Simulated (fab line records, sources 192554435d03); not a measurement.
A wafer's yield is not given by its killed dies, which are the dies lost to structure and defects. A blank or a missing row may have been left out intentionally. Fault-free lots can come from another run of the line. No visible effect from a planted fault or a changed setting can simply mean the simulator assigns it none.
Which of the tools did it?	flow n5 finfet	66 wafers from 22 lots sampled at 6 of the route's 1938 steps

WHAT EACH GAUGE READ, for each wafer
Not one reading of a measure or inspect step in the record can be checked against a usual standard deviation.

WHICH TOOL RAN EACH LOT (tool, then ch and the chambers of the sampled wafers, then the start)
lot	N5_HKMG_FIN_STRIP_90	N5_GATE_CUT_VAPOR_ETCH_60	N5_MOL_CONTACT_COAG_ETCH_15	N5_MOL_CONTACT_COAG_STRIP_98	N5_MOL_CONTACT_COAG_ALD_20	N5_MOL_CONTACT_COAG_PRE_CLEAN_141
L074	rie diel-05 ch 0,3, day 4 04:46	rie metal-03 ch 0,1, day 4 07:25	rie diel-03 ch 1,2,3, day 4 15:10	rie diel-03 ch 1,2,3, day 4 15:17	ald metal-03 ch 0,1,2, day 4 15:59	pvd sputter-01, day 4 19:22
L076	rie diel-05 ch 2,3, day 4 19:38	rie metal-02 ch 0, day 4 21:50	rie diel-01 ch 0,1,3, day 5 09:39	rie diel-01 ch 0,1,3, day 5 09:46	ald metal-03 ch 1,2,3, day 5 10:29	pvd sputter-03, day 5 11:11
L077	rie diel-05 ch 0,1,3, day 5 00:05	rie metal-03 ch 0,1, day 5 02:18	rie diel-05 ch 0,2,3, day 5 13:49	rie diel-05 ch 0,2,3, day 5 13:56	ald metal-03 ch 1,2, day 5 14:36	pvd sputter-02, day 5 15:25
L078	rie diel-05 ch 2,3, day 5 10:19	rie metal-02 ch 0,1, day 5 12:32	rie diel-05 ch 0,3, day 5 20:00	rie diel-05 ch 0,3, day 5 20:07	ald metal-04 ch 0,3, day 5 20:46	pvd sputter-02, day 5 21:34
L079	rie diel-05 ch 0,2, day 5 14:14	rie metal-02 ch 0, day 5 16:40	rie diel-05 ch 1,2, day 6 01:50	rie diel-05 ch 1,2, day 6 01:57	ald metal-03 ch 0,2,3, day 6 03:14	pvd sputter-01, day 6 03:51
L080	rie diel-05 ch 0,3, day 5 23:40	rie metal-01 ch 0,1, day 6 01:59	rie diel-05 ch 0,1,3, day 6 09:54	rie diel-05 ch 0,1,3, day 6 10:01	ald metal-03 ch 0,3, day 6 10:59	pvd sputter-02, day 6 12:20
L081	rie diel-01 ch 1,3, day 6 03:29	rie metal-02 ch 0,1, day 6 05:52	rie diel-05 ch 0,1,2, day 6 13:34	rie diel-05 ch 0,1,2, day 6 13:40	ald metal-04 ch 2,3, day 6 14:20	pvd sputter-02, day 6 16:32
L082	rie diel-05 ch 0,3, day 6 12:32	rie metal-01 ch 0,1, day 6 14:46	rie diel-05 ch 1,2, day 6 23:26	rie diel-05 ch 1,2, day 6 23:33	ald metal-03 ch 1,2,3, day 7 00:24	pvd sputter-01, day 7 01:20
L083	rie diel-01 ch 0,3, day 6 14:37	rie metal-03 ch 0,1, day 6 16:51	rie diel-01 ch 1,2,3, day 7 00:52	rie diel-01 ch 1,2,3, day 7 00:59	ald metal-01 ch 0,1,2, day 7 01:48	pvd sputter-01, day 7 02:41
L084	rie diel-05 ch 1,2,3, day 7 01:01	rie metal-03 ch 0,1, day 7 03:14	rie diel-01 ch 2,3, day 7 12:08	rie diel-01 ch 2,3, day 7 12:14	ald metal-04 ch 0,3, day 7 12:53	pvd sputter-01, day 7 14:45
L085	rie diel-05 ch 0,1, day 7 09:23	rie metal-03 ch 0,1, day 7 11:37	rie diel-05 ch 1,2,3, day 7 19:23	rie diel-05 ch 1,2,3, day 7 19:30	ald metal-03 ch 0,1, day 7 20:49	pvd sputter-03, day 7 22:04
L086	rie diel-03 ch 0,1, day 7 13:44	rie metal-03 ch 0,1, day 7 15:59	rie diel-05 ch 0,1, day 7 23:43	rie diel-05 ch 0,1, day 7 23:50	ald metal-04 ch 1,2, day 8 02:21	pvd sputter-01, day 8 03:01
L087	rie diel-01 ch 1,2, day 7 18:49	rie metal-03 ch 0,1, day 7 21:01	rie diel-05 ch 1,3, day 8 05:17	rie diel-05 ch 1,3, day 8 05:24	ald metal-04 ch 0,3, day 8 06:20	pvd sputter-03, day 8 07:13
L088	rie diel-01 ch 1,2,3, day 7 21:01	rie metal-02 ch 0,1, day 7 23:11	rie diel-05 ch 1,2,3, day 8 07:27	rie diel-05 ch 1,2,3, day 8 07:33	ald metal-03 ch 0,2,3, day 8 10:42	pvd sputter-02, day 8 11:37
L089	rie diel-03 ch 0,1,2, day 8 02:29	rie metal-02 ch 0,1, day 8 05:00	rie diel-01 ch 2,3, day 8 12:54	rie diel-01 ch 2,3, day 8 13:01	ald metal-03 ch 0,1,3, day 8 14:37	pvd sputter-03, day 8 15:24
L090	rie diel-05 ch 1,3, day 8 08:01	rie metal-01 ch 0,1, day 8 10:16	rie diel-03 ch 0,1,3, day 8 18:10	rie diel-03 ch 0,1,3, day 8 18:17	ald metal-01 ch 1,2, day 8 18:58	pvd sputter-02, day 8 19:56
L091	rie diel-01 ch 1,2,3, day 8 14:19	rie metal-02 ch 0,1, day 8 16:36	rie diel-03 ch 0,1,2, day 9 00:32	rie diel-03 ch 0,1,2, day 9 00:39	ald metal-03 ch 0,1,2, day 9 02:32	pvd sputter-02, day 9 04:23
L092	rie diel-03 ch 0,1,3, day 8 16:00	rie metal-01 ch 0,1, day 8 18:12	rie diel-05 ch 0,1,2, day 9 02:40	rie diel-05 ch 0,1,2, day 9 02:47	ald metal-01 ch 0,1,2, day 9 04:24	pvd sputter-02, day 9 05:24
L094	rie diel-03 ch 0,2,3, day 9 09:55	rie metal-02 ch 0,1, day 9 12:08	rie diel-03 ch 0,2,3, day 9 19:43	rie diel-03 ch 0,2,3, day 9 19:50	ald metal-03 ch 1,2, day 9 20:40	pvd sputter-03, day 9 21:20
L095	rie diel-03 ch 1,3, day 9 14:39	rie metal-03 ch 0,1, day 9 16:52	rie diel-03 ch 0,2, day 10 01:20	rie diel-03 ch 0,2, day 10 01:27	ald metal-01 ch 2,3, day 10 02:34	pvd sputter-03, day 10 03:45
L096	rie diel-05 ch 2,3, day 9 21:51	rie metal-02 ch 0,1, day 10 00:04	rie diel-01 ch 0,1,3, day 10 07:32	rie diel-01 ch 0,1,3, day 10 07:38	ald metal-04 ch 2,3, day 10 09:57	pvd sputter-03, day 10 11:22
L097	rie diel-03 ch 1,2, day 9 22:36	rie metal-03 ch 0,1, day 10 00:49	rie diel-05 ch 0,1,3, day 10 08:25	rie diel-05 ch 0,1,3, day 10 08:32	ald metal-03 ch 0,1, day 10 10:08	pvd sputter-02, day 10 11:22
- N5_HKMG_FIN_STRIP_90: strips SOC in N2/H2, time 20 s.
- N5_GATE_CUT_VAPOR_ETCH_60: etches HfO2 in BCl3/Cl2.
- N5_MOL_CONTACT_COAG_ETCH_15: etches SiNx in CH3F/O2, stops on Si:P, target depth 7 nm.
- N5_MOL_CONTACT_COAG_STRIP_98: strips in N2/H2.
- N5_MOL_CONTACT_COAG_ALD_20: deposits TiN, target thk 1.5 nm, pulse time 1 s, purge time 3 s.
- N5_MOL_CONTACT_COAG_PRE_CLEAN_141: time 60 s.

WHAT THE TOOLS THEMSELVES READ (means of the sampled wafers that have a number; where no wafer has one, the mark that the record gives instead)
N5_HKMG_FIN_STRIP_90.
lot	tool	drypump motor current A (A)	oes product au (a.u.)	rf fwd power W (W)	rf vpp V (V)	showerhead plenum p Torr (Torr)	throttle valve pct (%)
L074	rie diel-05	5.3	0.74	499.1	54.0	3.40	19.0
L076	rie diel-05	5.7	0.75	496.2	53.8	3.37	19.1
L077	rie diel-05	5.6	0.74	498.9	54.1	3.39	19.1
L078	rie diel-05	6.0	0.73	497.0	54.3	3.36	19.1
L079	rie diel-05	6.0	0.72	497.4	54.1	3.39	19.2
L080	rie diel-05	5.3	0.73	496.3	54.3	3.43	19.1
L081	rie diel-01	5.4	0.80	498.4	54.5	3.45	19.0
L082	rie diel-05	5.3	0.72	497.5	54.1	3.43	19.1
L083	rie diel-01	5.2	0.78	497.2	54.2	3.52	19.0
L084	rie diel-05	5.9	0.72	497.9	54.4	3.34	19.2
L085	rie diel-05	5.8	0.72	497.6	53.8	3.36	19.3
L086	rie diel-03	5.9	0.84	495.9	54.5	3.43	18.4
L087	rie diel-01	5.9	0.76	498.9	53.9	3.32	18.8
L088	rie diel-01	5.5	0.78	496.9	55.2	3.43	18.9
L089	rie diel-03	6.2	0.81	497.8	54.4	3.42	18.8
L090	rie diel-05	5.6	0.72	497.7	53.8	3.34	19.2
L091	rie diel-01	5.5	0.77	497.6	54.8	3.43	18.9
L092	rie diel-03	6.1	0.83	498.2	54.0	3.34	18.5
L094	rie diel-03	6.4	0.80	498.0	54.3	3.32	19.0
L095	rie diel-03	6.1	0.78	497.5	53.9	3.32	18.5
L096	rie diel-05	5.7	0.71	495.6	54.1	3.34	19.2
L097	rie diel-03	6.3	0.72	497.6	55.5	3.47	19.2

N5_GATE_CUT_VAPOR_ETCH_60.
lot	tool	drypump motor current A (A)	oes product au (a.u.)
L074	rie metal-03	5.4	0.87
L076	rie metal-02	5.9	0.95
L077	rie metal-03	5.5	0.78
L078	rie metal-02	5.8	0.87
L079	rie metal-02	5.9	0.94
L080	rie metal-01	6.1	0.79
L081	rie metal-02	5.8	0.87
L082	rie metal-01	6.3	0.81
L083	rie metal-03	5.4	0.83
L084	rie metal-03	5.4	0.83
L085	rie metal-03	5.4	0.83
L086	rie metal-03	5.4	0.82
L087	rie metal-03	5.4	0.82
L088	rie metal-02	5.8	0.84
L089	rie metal-02	5.6	0.78
L090	rie metal-01	6.1	0.76
L091	rie metal-02	5.6	0.77
L092	rie metal-01	6.3	0.79
L094	rie metal-02	5.8	0.83
L095	rie metal-03	5.5	0.76
L096	rie metal-02	5.6	0.76
L097	rie metal-03	5.4	0.81

N5_MOL_CONTACT_COAG_ETCH_15.
lot	tool	drypump motor current A (A)	oes product au (a.u.)	rf fwd power W (W)	rf vpp V (V)	showerhead plenum p Torr (Torr)	throttle valve pct (%)
L074	rie diel-03	6.2	0.58	391.8	296.9	2.04	16.25
L076	rie diel-01	5.6	0.56	392.6	297.1	2.03	16.11
L077	rie diel-05	5.6	0.54	393.1	294.1	2.02	16.43
L078	rie diel-05	5.3	0.54	392.6	295.4	2.05	16.42
L079	rie diel-05	6.3	0.53	393.3	293.4	1.99	16.45
L080	rie diel-05	5.5	0.54	393.6	294.9	2.01	16.42
L081	rie diel-05	5.9	0.53	392.9	295.0	2.01	16.43
L082	rie diel-05	6.2	0.52	393.0	293.3	1.98	16.44
L083	rie diel-01	5.5	0.59	392.8	297.6	2.05	16.10
L084	rie diel-01	5.3	0.60	392.2	299.8	2.12	16.03
L085	rie diel-05	6.0	0.52	392.1	293.8	1.98	16.48
L086	rie diel-05	5.5	0.53	394.5	295.4	2.03	16.44
L087	rie diel-05	5.9	0.52	391.9	294.8	1.97	16.45
L088	rie diel-05	5.9	0.52	392.6	293.1	1.98	16.48
L089	rie diel-01	5.2	0.60	392.2	298.7	2.11	16.02
L090	rie diel-03	6.1	0.60	391.7	294.8	2.00	16.15
L091	rie diel-03	6.2	0.58	391.9	296.3	2.04	16.28
L092	rie diel-05	5.9	0.52	393.7	295.5	2.00	16.47
L094	rie diel-03	6.4	0.58	392.7	295.7	1.98	16.36
L095	rie diel-03	6.4	0.60	391.4	293.5	1.99	16.35
L096	rie diel-01	5.6	0.59	393.5	297.9	2.01	16.01
L097	rie diel-05	5.6	0.59	393.3	295.0	2.00	16.34

N5_MOL_CONTACT_COAG_STRIP_98.
lot	tool	drypump motor current A (A)	oes product au (a.u.)	rf vpp V (V)	showerhead plenum p Torr (Torr)	throttle valve pct (%)
L074	rie diel-03	6.2	0.79	52.8	3.42	18.7
L076	rie diel-01	5.6	0.76	55.4	3.41	18.7
L077	rie diel-05	5.6	0.73	53.0	3.39	19.0
L078	rie diel-05	5.3	0.74	54.7	3.43	19.0
L079	rie diel-05	6.2	0.72	53.1	3.34	19.1
L080	rie diel-05	5.6	0.73	53.9	3.38	19.1
L081	rie diel-05	5.9	0.72	54.6	3.38	19.1
L082	rie diel-05	6.2	0.71	53.9	3.33	19.2
L083	rie diel-01	5.5	0.80	54.8	3.44	18.8
L084	rie diel-01	5.3	0.83	54.8	3.55	18.9
L085	rie diel-05	6.0	0.72	53.2	3.34	19.1
L086	rie diel-05	5.5	0.71	54.6	3.40	19.1
L087	rie diel-05	5.9	0.70	53.8	3.32	19.1
L088	rie diel-05	6.0	0.71	55.7	3.33	19.1
L089	rie diel-01	5.2	0.80	54.2	3.55	18.9
L090	rie diel-03	6.1	0.83	53.7	3.34	18.4
L091	rie diel-03	6.2	0.80	54.0	3.42	18.7
L092	rie diel-05	5.9	0.70	54.2	3.36	19.2
L094	rie diel-03	6.4	0.79	53.9	3.32	18.9
L095	rie diel-03	6.4	0.81	54.4	3.33	18.8
L096	rie diel-01	5.6	0.81	52.9	3.39	18.6
L097	rie diel-05	5.6	0.79	54.1	3.36	19.0

N5_MOL_CONTACT_COAG_ALD_20.
lot	tool	heater power w (W)	precursor pulse height rel	susceptor temp C (C)
L074	ald metal-03	870	0.992	399.76
L076	ald metal-03	874	0.989	399.92
L077	ald metal-03	832	1.005	400.06
L078	ald metal-04	801	1.003	399.79
L079	ald metal-03	852	1.016	400.18
L080	ald metal-03	873	1.016	399.88
L081	ald metal-04	925	0.988	400.04
L082	ald metal-03	855	1.015	399.98
L083	ald metal-01	887	1.001	400.07
L084	ald metal-04	811	0.996	399.85
L085	ald metal-03	920	1.000	399.90
L086	ald metal-04	986	0.981	400.21
L087	ald metal-04	783	1.005	400.02
L088	ald metal-03	856	0.996	399.80
L089	ald metal-03	903	1.011	399.82
L090	ald metal-01	857	0.995	400.18
L091	ald metal-03	875	1.000	399.81
L092	ald metal-01	883	1.008	400.07
L094	ald metal-03	843	1.011	400.05
L095	ald metal-01	886	1.001	400.56
L096	ald metal-04	919	0.992	399.90
L097	ald metal-03	925	1.012	399.97

N5_MOL_CONTACT_COAG_PRE_CLEAN_141.
lot	tool	heater power w (W)	susceptor temp C (C)
L074	pvd sputter-01	462	299.94
L076	pvd sputter-03	481	299.82
L077	pvd sputter-02	530	300.08
L078	pvd sputter-02	442	299.86
L079	pvd sputter-01	437	299.95
L080	pvd sputter-02	453	300.23
L081	pvd sputter-02	493	299.98
L082	pvd sputter-01	413	299.91
L083	pvd sputter-01	464	299.89
L084	pvd sputter-01	459	300.20
L085	pvd sputter-03	495	300.02
L086	pvd sputter-01	466	299.80
L087	pvd sputter-03	500	299.95
L088	pvd sputter-02	496	300.03
L089	pvd sputter-03	510	300.05
L090	pvd sputter-02	489	299.99
L091	pvd sputter-02	509	299.96
L092	pvd sputter-02	513	300.00
L094	pvd sputter-03	474	299.89
L095	pvd sputter-03	551	300.15
L096	pvd sputter-03	510	299.98
L097	pvd sputter-02	486	299.96

THE ANSWER, worked out from the rows above alone
Rule: usual is defined by the lots themselves. The widest of any qualifying gaps counts: lots, ordered by their means at a reading, are off when they make up no more than a third of the lots, leave a main group of 4 or more, and stand apart from it by 3 or more times the standard deviation of that group's means. If all means in a main group match to the digits the tables above print for the reading, that group is not used. Also off: a lot with no number at a reading for which 4 or more lots have one. Any other lot the step has rows for is counted as sound. The gauges are gone through in route order, then the tools' own readings, and for those a lot's mean is taken as printed above. The first step at which some lot is off is used, and at that step the reading that is off furthest; a lot without a number counts as furthest.
No lot is off on any of the readings shown, so nothing can be concluded from this.

WHAT THE SIMULATOR HAD INSERTED
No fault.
